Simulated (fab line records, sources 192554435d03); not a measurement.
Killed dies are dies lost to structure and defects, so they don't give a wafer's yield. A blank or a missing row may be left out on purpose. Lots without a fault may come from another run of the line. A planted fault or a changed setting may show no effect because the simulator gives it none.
Chamber matching | flow n5_finfet | N5_BEOL_M13_ETCH_38 on rie_diel-03: 4 sister chambers
The step etches SiCN in CF4/N2, target depth 67.5 nm, time 71.9 s. 18 wafers are shown with their chamber, then 9 later ones without.

WAFERS WITH THEIR CHAMBER
wafer  | chamber | showerhead_plenum_p_Torr (Torr) | throttle_valve_pct (%) | oes_product_au (a.u.)
L075.1 | 2       | 2.11                            | 15.57                  | 0.74
L075.4 | 1       | 2.20                            | 15.32                  | 0.75
L075.6 | 1       | 2.20                            | 15.31                  | 0.76
L077.2 | 3       | 2.28                            | 15.57                  | 0.69
L077.4 | 1       | 2.20                            | 15.32                  | 0.76
L077.5 | 0       | 2.14                            | 15.21                  | 0.81
L080.2 | 0       | 2.13                            | 15.22                  | 0.79
L080.3 | 1       | 2.20                            | 15.32                  | 0.74
L080.6 | 0       | 2.13                            | 15.24                  | 0.80
L088.2 | 3       | 2.27                            | 15.60                  | 0.67
L088.4 | 1       | 2.20                            | 15.33                  | 0.74
L088.5 | 2       | 2.11                            | 15.63                  | 0.73
L089.4 | 0       | 2.13                            | 15.25                  | 0.79
L089.5 | 3       | 2.27                            | 15.60                  | 0.68
L089.6 | 2       | 2.10                            | 15.64                  | 0.72
L090.1 | 0       | 2.13                            | 15.25                  | 0.79
L090.3 | 2       | 2.10                            | 15.64                  | 0.73
L090.5 | 2       | 2.10                            | 15.64                  | 0.72

SIGNATURES (means of the wafers above)
reading                  | chamber 0 | chamber 1 | chamber 2 | chamber 3 | scatter within a chamber
showerhead_plenum_p_Torr | 2.1320    | 2.2000    | 2.1040    | 2.2733    | 0.00436
throttle_valve_pct       | 15.2340   | 15.3200   | 15.6240   | 15.5900   | 0.0204
oes_product_au           | 0.7960    | 0.7500    | 0.7280    | 0.6800    | 0.00926
Rule: a wafer's distance from a chamber is the root of the sum, over the readings, of the square of ((its reading less the chamber's mean) divided by the reading's scatter). The wafer belongs to the nearest chamber; if the next one is less than 2 further off, it can't be placed. The scatter: the root of (the sum of the squares of (reading less its chamber's mean) over the shown wafers, divided by (wafers less chambers)).

WAFERS WITHOUT THEIR CHAMBER
wafer  | showerhead_plenum_p_Torr (Torr) | throttle_valve_pct (%) | oes_product_au (a.u.)
L091.3 | 2.10                            | 15.62                  | 0.72
L091.5 | 2.10                            | 15.63                  | 0.72
L091.6 | 2.19                            | 15.37                  | 0.74
L092.2 | 2.19                            | 15.37                  | 0.73
L092.3 | 2.10                            | 15.65                  | 0.73
L092.6 | 2.19                            | 15.37                  | 0.74
L097.2 | 2.12                            | 15.28                  | 0.77
L097.3 | 2.10                            | 15.69                  | 0.71
L097.5 | 2.19                            | 15.39                  | 0.72

WHICH CHAMBER EACH WENT THROUGH
wafer  | from the rows above | in truth
L091.3 | 2                   | 2
L091.5 | 2                   | 2
L091.6 | 1                   | 1
L092.2 | 1                   | 1
L092.3 | 2                   | 2
L092.6 | 1                   | 1
L097.2 | 0                   | 0
L097.3 | 2                   | 2
L097.5 | 1                   | 1
Placed correctly: 9 of 9. Can't be placed from these rows: 0. Placed wrongly: 0.
